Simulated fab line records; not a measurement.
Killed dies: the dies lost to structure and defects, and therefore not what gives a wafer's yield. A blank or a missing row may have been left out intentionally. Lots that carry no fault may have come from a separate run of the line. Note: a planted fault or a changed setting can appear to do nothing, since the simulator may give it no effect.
Matching of chambers / flow n5 finfet / 3 sister chambers for N5_BEOL_M5_DEP_56 on pecvd-01
The step deposits SiCN from 3MS/NH3, target thk 8 nm, time 14 s. 6 wafers are shown with their chamber, then 8 later ones without.

== EACH WAFER AND ITS CHAMBER ==
wafer=L614.6; chamber=2; throttle valve pct (%)=10.3; showerhead plenum p Torr (Torr)=3.669
wafer=L618.3; chamber=1; throttle valve pct (%)=10.0; showerhead plenum p Torr (Torr)=3.672
wafer=L618.4; chamber=0; throttle valve pct (%)=8.6; showerhead plenum p Torr (Torr)=3.685
wafer=L622.1; chamber=1; throttle valve pct (%)=10.1; showerhead plenum p Torr (Torr)=3.675
wafer=L622.3; chamber=2; throttle valve pct (%)=8.8; showerhead plenum p Torr (Torr)=3.669
wafer=L626.1; chamber=0; throttle valve pct (%)=9.1; showerhead plenum p Torr (Torr)=3.685

== WAFERS WITH NO CHAMBER GIVEN ==
wafer=L626.2; throttle valve pct (%)=10.1; showerhead plenum p Torr (Torr)=3.674
wafer=L626.6; throttle valve pct (%)=8.8; showerhead plenum p Torr (Torr)=3.675
wafer=L628.1; throttle valve pct (%)=8.8; showerhead plenum p Torr (Torr)=3.687
wafer=L628.5; throttle valve pct (%)=9.1; showerhead plenum p Torr (Torr)=3.685
wafer=L628.6; throttle valve pct (%)=10.0; showerhead plenum p Torr (Torr)=3.684
wafer=L631.1; throttle valve pct (%)=9.0; showerhead plenum p Torr (Torr)=3.678
wafer=L631.4; throttle valve pct (%)=8.6; showerhead plenum p Torr (Torr)=3.673
wafer=L631.6; throttle valve pct (%)=9.1; showerhead plenum p Torr (Torr)=3.682

== WHICH CHAMBER EACH WENT THROUGH ==
wafer=L626.2; from the rows above=1; in truth=1
wafer=L626.6; from the rows above=1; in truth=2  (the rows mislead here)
wafer=L628.1; from the rows above=0; in truth=0
wafer=L628.5; from the rows above=0; in truth=0
wafer=L628.6; from the rows above=0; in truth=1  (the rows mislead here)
wafer=L631.1; from the rows above=can't be placed: 1 or 0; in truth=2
wafer=L631.4; from the rows above=can't be placed: 1 or 2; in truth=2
wafer=L631.6; from the rows above=0; in truth=0
Placed correctly: 4 of 8. Not placeable from these rows: 2 (in 1, the candidates include the true chamber). Number placed wrongly: 2.
How it was worked out, from the rows above alone: a wafer's distance from a chamber is the root of the sum, over the readings, of the square of ((its reading less the chamber's mean) divided by the reading's scatter). If the next closest chamber is less than 2 further off than the closest, the wafer can't be placed; otherwise it belongs to the closest. The mean given for a chamber averages the wafers shown for that chamber. How the scatter is found: for the shown wafers, subtract from each reading the mean of its chamber, square and add these, divide the total by (wafers less chambers), then take the root.
